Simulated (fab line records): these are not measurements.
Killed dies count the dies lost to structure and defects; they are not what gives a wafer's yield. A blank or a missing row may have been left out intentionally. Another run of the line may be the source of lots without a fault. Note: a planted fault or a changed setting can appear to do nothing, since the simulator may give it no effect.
fab line records	flow n5Finfet
record lots=11	wafers=33	lastDay=16
route steps=1938 shown BEOL_M7@1263 PASSIVATION@1936
lots that met no fault: from a run of the same line without faults
startH: the number of hours between the record's first day and the start of the first shown wafer of the lot	waitH: how many hours have passed since the lot's step before this one	" the same as in the row above	L1.1+2: several wafers, shown together as one row	- either no value or no given start	* or withheld: withheld	< > ~ a bound
route shown NAME@n: NAME is a module with steps in the file, n the number in the route of the first one	usual: mean/standard deviation taken from wafers without a fault	same: alike in all rows	chamber/n: place in a boat	sites: per-site readings	_std_site: standard deviation of those values	_edge_site: outer sites' mean less inner sites'	radiusMm: for every site, how far away it sits from the centre of the wafer	mask NAME#n: copy n	behind: the most recent tool/chamber to have shaped the wafer	hold: what put the lot on hold/how long, in hours/how the hold closed	device: names the non-switching transistor (n, p or np)	end of line: the route-end tests of the same wafers	a step given without rows: its recipe and nothing more	killed: dies that structure and defects cost at the first sort, which is not the same as the wafer's yield	map: the dies of a wafer, with x for killed, . for not killed, _ for no die there
set.NAME: the setting the step ran with; set.NAME@STEP: the setting that earlier step ran with	model.NAME: the simulator's own value behind a step, which no gauge read
a sample of lots followed through the steps of the route, with each step as a table and each wafer as a row
services: a tool's chamber out of use, with start hour (startH, from the record's first day; less than 0 if before it), hours out, and reason
## steps
# step N5_BEOL_M7_ILD_DEP_00
# recipe material=SiCOH_lowk	targetThkA=1797.5	tempC=300	precursor=DEMS/porogen	pressureTorr=5	rfW=500	timeS=33.4
# usual heaterPowerW=329/51	showerheadPlenumPTorr=5.739/0.013	throttleValvePct=14.3/0.73
lot.wafer	tool	chamber	startH	waitH	heaterPowerW	showerheadPlenumPTorr	throttleValvePct
L195.1	pecvd-01	2	190.38	0.0	288	5.749	15.6
L195.2	"	0	"	"	349	5.740	15.2
L195.6	"	1	"	"	255	5.734	14.7
L196.1	pecvd-04	1	192.09	0.0	301	5.728	14.3
L196.4	"	0	"	"	411	5.744	14.5
L196.5	"	1	"	"	296	5.741	14.7
L197.1	pecvd-01	1	196.67	0.0	295	5.734	14.2
L197.2	"	0	"	"	337	5.732	15.2
L197.4	"	1	"	"	299	5.730	14.7
L199.3	pecvd-03	0	200.99	0.0	398	5.752	14.2
L199.5	"	0	"	"	404	5.730	14.0
L199.6	"	2	"	"	354	5.737	13.9
L200.2	pecvd-01	0	213.43	0.0	345	5.741	15.3
L200.4	"	1	"	"	229	5.716	14.6
L200.5	"	1	"	"	239	5.732	14.5
L203.1	pecvd-03	0	248.83	0.0	395	5.732	14.4
L203.4	"	0	"	"	403	5.736	14.2
L203.5	"	2	"	"	374	5.713	13.8
L206.1	pecvd-01	1	250.59	0.0	292	5.734	14.5
L206.5	"	0	"	"	323	5.741	15.2
L206.6	"	1	"	"	292	5.719	14.7
L208.1	pecvd-03	2	250.86	0.0	329	5.747	13.6
L208.3	"	0	"	"	360	5.745	14.0
L208.5	"	2	"	"	338	5.731	13.9
L211.3	pecvd-04	2	287.58	0.0	337	5.747	13.1
L211.5	"	1	"	"	306	5.718	14.3
L211.6	"	2	"	"	349	5.743	13.1
L212.2	pecvd-04	1	289.57	0.0	245	5.723	14.5
L212.4	"	1	"	"	256	5.722	14.4
L212.5	"	2	"	"	302	5.764	13.1
L214.1	pecvd-03	1	302.30	0.0	341	5.761	14.0
L214.3	"	0	"	"	401	5.740	14.2
L214.6	"	2	"	"	295	5.720	13.7
# step N5_BEOL_M7_THK_MEAS_01
# recipe reads=SiCOH_lowk_of_BEOL_M7_ILD_DEP_00
# usual M7_ILD_THK=154.9/2
lot.wafer	tool	chamber	startH	waitH	M7_ILD_THK[nm]
L195.1	filmMetro-01	-	190.95	0.4	152.4
L195.2	"	-	"	"	153.6
L195.6	"	-	"	"	154.6
L196.1	filmMetro-01	-	192.68	0.4	151.7
L196.4	"	-	"	"	154.9
L196.5	"	-	"	"	154.9
L197.1	filmMetro-01	-	197.25	0.4	154.7
L197.2	"	-	"	"	154.9
L197.4	"	-	"	"	156.8
L199.3	filmMetro-01	-	201.57	0.3	152.0
L199.5	"	-	"	"	154.8
L199.6	"	-	"	"	156.7
L200.2	filmMetro-02	-	215.47	1.3	154.3
L200.4	"	-	"	"	155.9
L200.5	"	-	"	"	156.5
L203.1	filmMetro-02	-	249.41	0.4	152.1
L203.4	"	-	"	"	153.9
L203.5	"	-	"	"	155.2
L206.1	filmMetro-02	-	251.17	0.4	151.8
L206.5	"	-	"	"	158.0
L206.6	"	-	"	"	155.6
L208.1	filmMetro-02	-	251.44	0.4	155.1
L208.3	"	-	"	"	154.1
L208.5	"	-	"	"	157.6
L211.3	filmMetro-02	-	288.15	0.3	153.4
L211.5	"	-	"	"	155.4
L211.6	"	-	"	"	156.1
L212.2	filmMetro-02	-	290.15	0.4	154.6
L212.4	"	-	"	"	157.8
L212.5	"	-	"	"	157.9
L214.1	filmMetro-01	-	303.35	0.8	154.6
L214.3	"	-	"	"	153.4
L214.6	"	-	"	"	156.3
# step N5_BEOL_M7_CD_MEAS_11
# recipe targetCdNm=38.5	landingEnergyEv=500	detector=seInlens	polarity=opening
# usual cdNm=38.5/0.44
lot.wafer	tool	chamber	startH	waitH	cdNm
L195.1	cdSem-01	0	192.17	-	38.2
L195.2	"	0	"	"	38.7
L195.6	"	0	"	"	38.8
L196.1	cdSem-03	0	194.99	-	37.6
L196.4	"	0	"	"	38.3
L196.5	"	0	"	"	37.8
L197.1	cdSem-01	0	199.06	-	38.2
L197.2	"	0	"	"	38.1
L197.4	"	0	"	"	37.8
L199.3	cdSem-02	0	202.07	-	38.4
L199.5	"	0	"	"	38.3
L199.6	"	0	"	"	37.8
L200.2	cdSem-01	0	216.23	-	39.0
L200.4	"	0	"	"	38.1
L200.5	"	0	"	"	38.6
L203.1	cdSem-02	0	251.47	-	39.0
L203.4	"	0	"	"	38.3
L203.5	"	0	"	"	38.2
L206.1	cdSem-01	0	252.00	-	38.2
L206.5	"	0	"	"	38.6
L206.6	"	0	"	"	38.7
L208.1	cdSem-02	0	252.28	-	38.9
L208.3	"	0	"	"	39.1
L208.5	"	0	"	"	38.1
L211.3	cdSem-02	0	289.06	-	39.1
L211.5	"	0	"	"	38.6
L211.6	"	0	"	"	38.8
L212.2	cdSem-03	0	291.66	-	39.0
L212.4	"	0	"	"	39.0
L212.5	"	0	"	"	38.7
L214.1	cdSem-01	0	305.82	-	38.0
L214.3	"	0	"	"	38.3
L214.6	"	0	"	"	37.5
# step N5_BEOL_M7_STRIP_19
# recipe chemistry=O2	powerW=400	tempC=40	pressureMtorr=30	rfFrequencyHz=6e+07	biasPowerW=0	overashFraction=0.2	o2FlowSccm=225
# usual drypumpMotorCurrentA=5.6/0.41	oesProductAu=0.82/0.08	rfVppV=3.7/0.57	showerheadPlenumPTorr=2.12/0.079	throttleValvePct=16.65/0.22
# same overashFraction=0.2
lot.wafer	tool	chamber	startH	waitH	drypumpMotorCurrentA	oesProductAu	rfHoursCounterH	rfVppV	showerheadPlenumPTorr	throttleValvePct
L195.1	rieDiel-04	0	192.64	0.1	5.8	0.68	246	4.4	2.14	16.86
L195.2	"	2	"	"	5.8	0.69	232	4.1	2.16	16.98
L195.6	"	1	"	"	5.7	0.84	-	4.3	2.04	16.36
L196.1	rieDiel-01	1	195.47	0.1	6.0	0.86	34	3.3	2.23	16.25
L196.4	"	3	"	"	5.4	0.87	49	3.9	2.13	16.58
L196.5	"	1	"	"	6.0	0.87	-	3.5	2.23	16.22
L197.1	rieDiel-04	0	200.09	0.1	5.8	0.68	250	3.6	2.14	16.86
L197.2	"	1	"	"	5.7	0.84	78	3.5	2.04	16.40
L197.4	"	2	"	"	5.8	0.69	-	3.7	2.16	16.97
L199.3	rieDiel-04	1	202.54	0.1	5.7	0.83	79	3.1	2.04	16.40
L199.5	"	0	"	"	5.8	0.67	-	4.3	2.14	16.87
L199.6	"	1	"	"	5.7	0.83	-	4.0	2.04	16.38
L200.2	rieDiel-03	1	217.34	0.2	5.9	0.85	53	3.3	2.13	16.59
L200.4	"	0	"	"	5.2	0.69	249	5.2	1.98	17.00
L200.5	"	3	"	"	4.7	0.83	-	3.3	2.03	16.81
L203.1	rieDiel-03	2	252.83	0.2	5.4	0.79	108	4.3	2.21	16.98
L203.4	"	3	"	"	4.7	0.82	79	3.6	2.03	16.85
L203.5	"	0	"	"	5.2	0.93	-	3.9	2.24	16.53
L206.1	rieDiel-04	2	253.33	0.2	5.8	0.67	248	3.6	2.16	17.00
L206.5	"	3	"	"	6.5	0.71	-	4.1	1.99	16.80
L206.6	"	2	"	"	5.8	0.67	-	4.1	2.16	17.00
L208.1	rieDiel-04	1	253.37	0.2	5.7	0.82	90	3.4	2.04	16.41
L208.3	"	2	"	"	5.8	0.67	248	4.2	2.16	16.98
L208.5	"	3	"	"	6.5	0.70	-	4.6	1.99	16.81
L211.3	rieDiel-01	2	289.54	0.1	5.5	0.93	23	3.9	2.06	16.43
L211.5	"	1	"	"	6.0	0.81	-	3.1	2.22	16.31
L211.6	"	2	"	"	5.6	0.93	-	4.5	2.05	16.45
L212.2	rieDiel-01	2	292.72	0.1	5.6	0.91	24	4.0	2.05	16.45
L212.4	"	3	"	"	5.4	0.83	83	5.0	2.12	16.63
L212.5	"	3	"	"	5.4	0.82	-	3.9	2.12	16.65
L214.1	rieDiel-04	3	306.44	0.2	6.4	0.67	243	3.2	1.98	16.84
L214.3	"	1	"	"	5.7	0.80	109	4.2	2.03	16.42
L214.6	"	0	"	"	5.8	0.90	-	3.7	2.13	16.44
# step N5_BEOL_M7_INSPECT_30
# recipe mode=adi	inspectInstrument=brightfield
# usual rawDefectCount=417/90
lot.wafer	tool	chamber	startH	waitH	rawDefectCount
L195.1	defectInspect-01	-	193.73	0.1	270
L195.2	"	-	"	"	389
L195.6	"	-	"	"	420
L196.1	defectInspect-01	-	198.35	0.1	410
L196.4	"	-	"	"	396
L196.5	"	-	"	"	452
L197.1	defectInspect-02	-	200.57	0.1	346
L197.2	"	-	"	"	278
L197.4	"	-	"	"	247
L199.3	defectInspect-01	-	203.05	0.0	510
L199.5	"	-	"	"	533
L199.6	"	-	"	"	510
L200.2	defectInspect-01	-	217.81	0.0	404
L200.4	"	-	"	"	534
L200.5	"	-	"	"	519
L203.1	defectInspect-01	-	253.30	0.1	488
L203.4	"	-	"	"	383
L203.5	"	-	"	"	394
L206.1	defectInspect-01	-	253.80	0.1	468
L206.5	"	-	"	"	475
L206.6	"	-	"	"	559
L208.1	defectInspect-02	-	253.84	0.1	454
L208.3	"	-	"	"	509
L208.5	"	-	"	"	412
L211.3	defectInspect-02	-	290.53	0.0	510
L211.5	"	-	"	"	437
L211.6	"	-	"	"	451
L212.2	defectInspect-02	-	294.63	0.0	387
L212.4	"	-	"	"	311
L212.5	"	-	"	"	381
L214.1	defectInspect-01	-	307.10	0.1	426
L214.3	"	-	"	"	401
L214.6	"	-	"	"	1006
# step N5_PASSIVATION_PROBE_49
# usual defectLimitedYield=91.1/1.3	killed_at_M0_to_M3=34/10	killed_at_M4_up=14/5.7	killedAtContacts=12/5.9	killedAtFrontEnd=41/12	killedAtOther=4/3.1	killedDies=105/15	killedOpen=69/11	killedShort=35/7.8	sort_bin_5_function=5.3/0.81	sort_bin_6_memory=3.3/0.75	sort_bin_8_speed=0.00/0.007	sortNPass=1075/15	sortYieldPct=91.1/1.3
# same grossDies=1180	killedAtBackSide=0	sort_bin_4_leakage[%]=0
lot.wafer	tool	chamber	startH	waitH	defectLimitedYield[%]	killed_at_M0_to_M3	killed_at_M4_up	killedAtContacts	killedAtFrontEnd	killedAtOther	killedDies	killedOpen	killedShort	sort_bin_5_function[%]	sort_bin_6_memory[%]	sort_bin_8_speed[%]	sortNPass	sortYieldPct[%]
L200.2	prober-01	-	317.98	0.8	93.3	25	12	16	25	1	79	46	33	4.2	2.1	0	1101	93.3
L200.4	prober-01	-	318.08	0.9	90.9	32	14	10	49	2	107	67	40	6.1	2.8	0	1073	90.9
L200.5	prober-01	-	318.13	0.9	90.3	39	10	20	40	5	114	77	36	4.9	4.5	0	1066	90.3
L203.1	prober-02	-	329.65	0.0	88.6	19	9	30	75	1	134	95	39	6.9	4.2	0	1046	88.6
L203.4	prober-02	-	329.80	0.2	90.3	29	13	8	59	5	114	73	35	5.6	3.5	0	1066	90.3
L203.5	prober-02	-	329.85	0.2	86.3	47	11	18	83	3	162	113	49	8.6	5.1	0	1018	86.3
L208.1	prober-02	-	330.19	0.0	89.9	31	18	6	55	9	119	72	45	5.5	4.2	0	1061	89.9
L208.3	prober-02	-	330.29	0.1	86.2	65	15	6	71	6	163	111	48	6.9	6.1	0	1017	86.2
L208.5	prober-02	-	330.39	0.2	89.2	46	8	7	65	2	128	86	41	5.9	4.6	0	1052	89.2
L206.1	prober-02	-	336.77	0.0	90.8	47	14	5	38	5	109	73	33	4.6	4.4	0	1071	90.8
L211.3	prober-02	-	363.68	0.1	92.4	25	9	8	41	7	90	67	22	4.5	3.0	0	1090	92.4
L211.5	prober-02	-	363.78	0.2	91.5	34	9	16	39	2	100	77	22	4.7	3.6	0	1080	91.5
L211.6	prober-02	-	363.83	0.3	89.7	32	13	11	61	4	121	77	39	6.4	3.2	0	1059	89.7
L214.1	prober-02	-	387.36	0.0	89.5	35	8	15	59	7	124	89	34	6.5	3.8	0	1056	89.5
L214.3	prober-02	-	387.46	0.1	90.3	32	16	6	56	5	115	83	32	5.6	3.7	0	1065	90.3
L214.6	prober-02	-	387.61	0.3	82.9	14	113	16	48	11	202	67	31	11.6	3.6	0.08	977	82.8
# killed by level:class
L200.2 MOL_CONTACT_COAG:geometricParticle:open=10 FIN_SAQP:geometricParticle:short=8 BEOL_M0_SAQP:geometricParticle:short=8 MOL_CONTACT_COAG:geometricParticle:short=6 FIN_SAQP:geometricParticle:open=6 BEOL_M4:geometricParticle:open=6 BEOL_M0_SAQP:geometricParticle:open=4 BEOL_M3:geometricParticle:short=4
L200.4 STI_FIN_REVEAL:geometricParticle:open=15 BEOL_M0_SAQP:geometricParticle:short=10 FIN_SAQP:geometricParticle:short=8 MOL_CONTACT_COAG:geometricParticle:open=8 BEOL_M0_SAQP:geometricParticle:open=8 BEOL_M4:geometricParticle:open=7 BEOL_M2:geometricParticle:open=6 ILD0:geometricParticle:open=4
L200.5 STI_FIN_REVEAL:geometricParticle:open=19 MOL_CONTACT_COAG:geometricParticle:open=17 BEOL_M0_SAQP:geometricParticle:short=11 BEOL_M0_SAQP:geometricParticle:open=11 BEOL_M1:geometricParticle:open=5 BEOL_M4:geometricParticle:open=4 PASS1_CAP:geometricParticle:short=4 FIN_SAQP:geometricParticle:open=3
L203.1 FIN_SAQP:geometricParticle:open=33 MOL_CONTACT_COAG:geometricParticle:open=27 FIN_SAQP:geometricParticle:short=21 STI_FIN_REVEAL:geometricParticle:open=6 BEOL_M3:geometricParticle:open=6 BEOL_M2:geometricParticle:open=4 DUMMY_GATE:geometricParticle:open=3 MOL_CONTACT_COAG:geometricParticle:short=3
L203.4 FIN_SAQP:geometricParticle:open=22 FIN_SAQP:geometricParticle:short=14 BEOL_M2:geometricParticle:open=11 BEOL_M3:geometricParticle:open=7 MOL_CONTACT_COAG:geometricParticle:open=6 BEOL_M4:geometricParticle:open=5 HKMG_FIN:areaEtch=5 BEOL_M1:geometricParticle:open=4
L203.5 FIN_SAQP:geometricParticle:open=35 MOL_CONTACT_COAG:geometricParticle:open=12 STI_FIN_REVEAL:geometricParticle:open=11 BEOL_M3:geometricParticle:open=11 BEOL_M2:geometricParticle:open=10 FIN_SAQP:geometricParticle:short=9 BEOL_M0_SAQP:geometricParticle:short=9 GATE_CUT:geometricParticle:short=7
L208.1 FIN_SAQP:geometricParticle:short=15 STI_FIN_REVEAL:geometricParticle:open=13 BEOL_M0_SAQP:geometricParticle:short=8 BEOL_M2:geometricParticle:open=8 FIN_SAQP:geometricParticle:open=6 BEOL_M3:geometricParticle:open=6 DUMMY_GATE:geometricParticle:open=5 MOL_CONTACT_COAG:geometricParticle:open=5
L208.3 BEOL_M0_SAQP:geometricParticle:open=17 FIN_SAQP:geometricParticle:short=15 STI_FIN_REVEAL:geometricParticle:open=15 BEOL_M0_SAQP:geometricParticle:short=13 FIN_SAQP:geometricParticle:open=11 DUMMY_GATE:geometricParticle:open=11 BEOL_M1:geometricParticle:open=11 BEOL_M2:geometricParticle:open=8
L208.5 STI_FIN_REVEAL:geometricParticle:open=25 FIN_SAQP:geometricParticle:short=10 BEOL_M0_SAQP:geometricParticle:open=8 BEOL_M0_SAQP:geometricParticle:short=8 BEOL_M1:geometricParticle:open=8 FIN_SAQP:geometricParticle:open=6 STARTING-WAFER:geometricParticle:open=6 BEOL_M3:geometricParticle:open=6
L206.1 BEOL_M2:geometricParticle:open=14 STI_FIN_REVEAL:geometricParticle:open=10 BEOL_M1:geometricParticle:open=8 BEOL_M0_SAQP:geometricParticle:open=8 GATE_CUT:geometricParticle:short=6 BEOL_M3:geometricParticle:open=6 STARTING-WAFER:geometricParticle:open=5 BEOL_M0_SAQP:geometricParticle:short=5
L211.3 STI_FIN_REVEAL:geometricParticle:open=11 BEOL_M3:geometricParticle:open=10 MOL_CONTACT_COAG:geometricParticle:open=6 FIN_SAQP:geometricParticle:open=5 ILD0:geometricParticle:open=5 BEOL_M1:geometricParticle:open=4 STI_FIN_REVEAL:geometricParticle:short=3 BEOL_M4:geometricParticle:open=3
L211.5 STI_FIN_REVEAL:geometricParticle:open=13 MOL_CONTACT_COAG:geometricParticle:open=13 BEOL_M3:geometricParticle:open=13 FIN_SAQP:geometricParticle:open=9 BEOL_M1:geometricParticle:open=6 BEOL_M0_SAQP:geometricParticle:open=5 FIN_SAQP:geometricParticle:short=4 ILD0:geometricParticle:short=4
L211.6 STI_FIN_REVEAL:geometricParticle:open=18 BEOL_M1:geometricParticle:open=12 STI_FIN_REVEAL:geometricParticle:short=10 MOL_CONTACT_COAG:geometricParticle:open=8 BEOL_M3:geometricParticle:open=8 ILD0:geometricParticle:short=6 FIN_SAQP:geometricParticle:short=5 FIN_SAQP:geometricParticle:open=5
L214.1 STI_FIN_REVEAL:geometricParticle:open=14 MOL_CONTACT_COAG:geometricParticle:open=14 FIN_SAQP:geometricParticle:open=10 GATE_CUT:geometricParticle:open=7 BEOL_M1:geometricParticle:open=7 GATE_CUT:geometricParticle:short=7 BEOL_M2:geometricParticle:open=6 BEOL_M3:geometricParticle:open=6
L214.3 FIN_SAQP:geometricParticle:open=14 BEOL_M3:geometricParticle:open=10 BEOL_M2:geometricParticle:open=10 DUMMY_GATE:geometricParticle:open=7 BEOL_M4:geometricParticle:open=7 FIN_SAQP:geometricParticle:short=6 GATE_CUT:geometricParticle:open=6 GATE_CUT:geometricParticle:short=6
L214.6 BEOL_M7:unspecified=104 MOL_CONTACT_COAG:geometricParticle:open=13 FIN_SAQP:geometricParticle:open=9 STI_FIN_REVEAL:geometricParticle:open=8 GATE_CUT:geometricParticle:short=6 GATE_CUT:geometricParticle:open=4 BEOL_M4:geometricParticle:open=4 PAD_METAL:geometricParticle:short=4
## services
tool	chamber	startH	hours	kind
pecvd-03	2	178.04	2.1	scheduledDown
rieDiel-04	0	179.56	5.8	repair
rieDiel-04	3	185.77	45.5	repair
pecvd-01	2	202.42	-	clean
pecvd-01	2	202.42	-	consumableReplace:showerhead
pecvd-01	2	202.42	29.0	scheduledDown
rieDiel-04	-	226.56	15.6	pm
pecvd-01	-	240.01	0.7	repair
rieDiel-04	0	242.16	-	clean
rieDiel-04	0	242.16	-	consumableReplace:focusRing
rieDiel-04	0	242.16	16.1	scheduledDown
rieDiel-04	0	242.16	16.1	ventCycle
rieDiel-04	1	246.44	6.6	repair
rieDiel-04	2	248.61	3.7	repair
pecvd-03	-	255.30	4.5	repair
rieDiel-04	2	258.24	-	clean
rieDiel-04	2	258.24	-	consumableReplace:focusRing
rieDiel-04	2	258.24	21.9	scheduledDown
rieDiel-04	2	258.24	21.9	ventCycle
rieDiel-01	0	269.66	2.1	repair
pecvd-01	1	275.40	12.4	repair
rieDiel-01	0	275.75	4.7	repair
rieDiel-03	3	282.13	10.9	repair
rieDiel-03	-	298.97	15.6	pm
## key
firstSign step=N5_BEOL_M7_INSPECT_30	reading=rawDefectCount	direction=up	sigmas=6.5	usual=417	struck=1006
effect step=N5_PASSIVATION_PROBE_49	reading=killed_at_M4_up	direction=up	sigmas=17	usual=14	struck=113
moreKillsBornAt N5_BEOL_M7_STRIP_19@rieDiel-04=104
metAt N5_BEOL_M7_STRIP_19
struckLots L214
struckWafers L214.6
notActingAt N5_BEOL_M7_ILD_DEP_00,N5_BEOL_M7_THK_MEAS_01,N5_BEOL_M7_CD_MEAS_11
onsetBetween 202.54 306.44
fault kind=chamberParticleSource	tool=rieDiel-04	chamber=0	onsetH=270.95	steps=N5_BEOL_M7_STRIP_19	ratePerVisitCm2=0.83237	endH=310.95
